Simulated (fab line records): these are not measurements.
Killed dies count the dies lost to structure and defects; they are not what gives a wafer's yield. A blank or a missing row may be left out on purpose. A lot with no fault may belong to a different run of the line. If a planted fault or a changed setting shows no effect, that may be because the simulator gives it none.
The same fault as seen by 2 desks / flow nand harc / what lay behind the numbers comes last; until then each desk has only its own

## METROLOGY DESK
What the gauges read for every lot (on any tool): the sampled wafers with a number, averaged. Marked OUT: a lot whose mean sits more than 4 standard deviations from the usual mean, which makes it out of limits; the brackets give that distance.
Columns: A = cd nm at NHARC_A_ZERO_WELL_CD_MEAS_10, usual 2000.2 nm; B = thk nm at NHARC_A_ONON_D1_THK_MEAS_18, usual 1002 nm
lot=L515; first seen here=day 7 08:15; A=1998.4; B=997
lot=L517; first seen here=day 8 00:37; A=2001.5; B=1008
lot=L520; first seen here=day 8 23:19; A=1999.4; B=997
lot=L522; first seen here=day 9 14:16; A=1998.8; B=626 (-45) OUT
lot=L525; first seen here=day 11 01:05; A=1996.1; B=871 (-16) OUT
lot=L527; first seen here=day 11 14:56; A=1997.9; B=1001
lot=L529; first seen here=day 12 21:16; A=2002.1; B=1006
lot=L531; first seen here=day 13 14:30; A=2002.7; B=994
lot=L532; first seen here=day 13 19:01; A=2002.9; B=1001
lot=L533; first seen here=day 14 04:56; A=2000.7; B=1006
lot=L535; first seen here=day 15 08:37; A=1998.9; B=994
lot=L536; first seen here=day 15 13:13; A=1999.3; B=1008
lot=L537; first seen here=day 15 18:05; A=2000.9; B=1017
lot=L538; first seen here=day 16 08:47; A=1999.7; B=1012
Finding of this desk: L522, L525 out of limits; the first was L522 at day 11 01:32, on thk nm at NHARC_A_ONON_D1_THK_MEAS_18. Within limits: L515, L517, L520, L527, L529, L531, L532, L533, L535, L536, L537, L538.

## THE DEFECT DESK
Inspection counts along the route, by lot: the mean over sampled wafers that carry a number. Marked OUT: a lot whose mean sits more than 4 standard deviations from the usual mean, which makes it out of limits; the brackets give that distance.
Columns: A = raw defect count at NHARC_A_SOURCE_PLATE_INSPECT_08, usual 67
lot=L515; first seen here=day 8 09:31; A=42
lot=L517; first seen here=day 9 00:05; A=86
lot=L520; first seen here=day 9 21:08; A=59
lot=L522; first seen here=day 10 14:55; A=63
lot=L525; first seen here=day 11 22:50; A=51
lot=L527; first seen here=day 12 15:14; A=65
lot=L529; first seen here=day 13 16:48; A=55
lot=L531; first seen here=day 14 12:24; A=55
lot=L532; first seen here=day 14 19:37; A=57
lot=L533; first seen here=day 15 04:22; A=76
lot=L535; first seen here=day 16 06:30; A=89
lot=L536; first seen here=day 16 10:40; A=48
lot=L537; first seen here=day 16 16:15; A=62
lot=L538; first seen here=day 17 10:58; A=63
Finding of this desk: none of the 14 lots has anything out of limits.

## BROUGHT TOGETHER
An alarm was possible from the metrology desk at day 11 01:32, on L522, L525.
Nothing the defect desk looked at was out of limits.
The defect desk has L522, L525 on record, within its limits.
Every lot named ran NHARC_A_ONON_D1_DEP_16 on pecvd onon-03.

## WHAT THE SIMULATOR PUT IN
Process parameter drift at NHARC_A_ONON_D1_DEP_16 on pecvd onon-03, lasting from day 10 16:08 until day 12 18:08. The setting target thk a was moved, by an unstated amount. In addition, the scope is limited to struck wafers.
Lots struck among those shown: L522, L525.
Per desk, hours elapsed from the start of the fault to the first reading out of limits: for the metrology desk, 9.
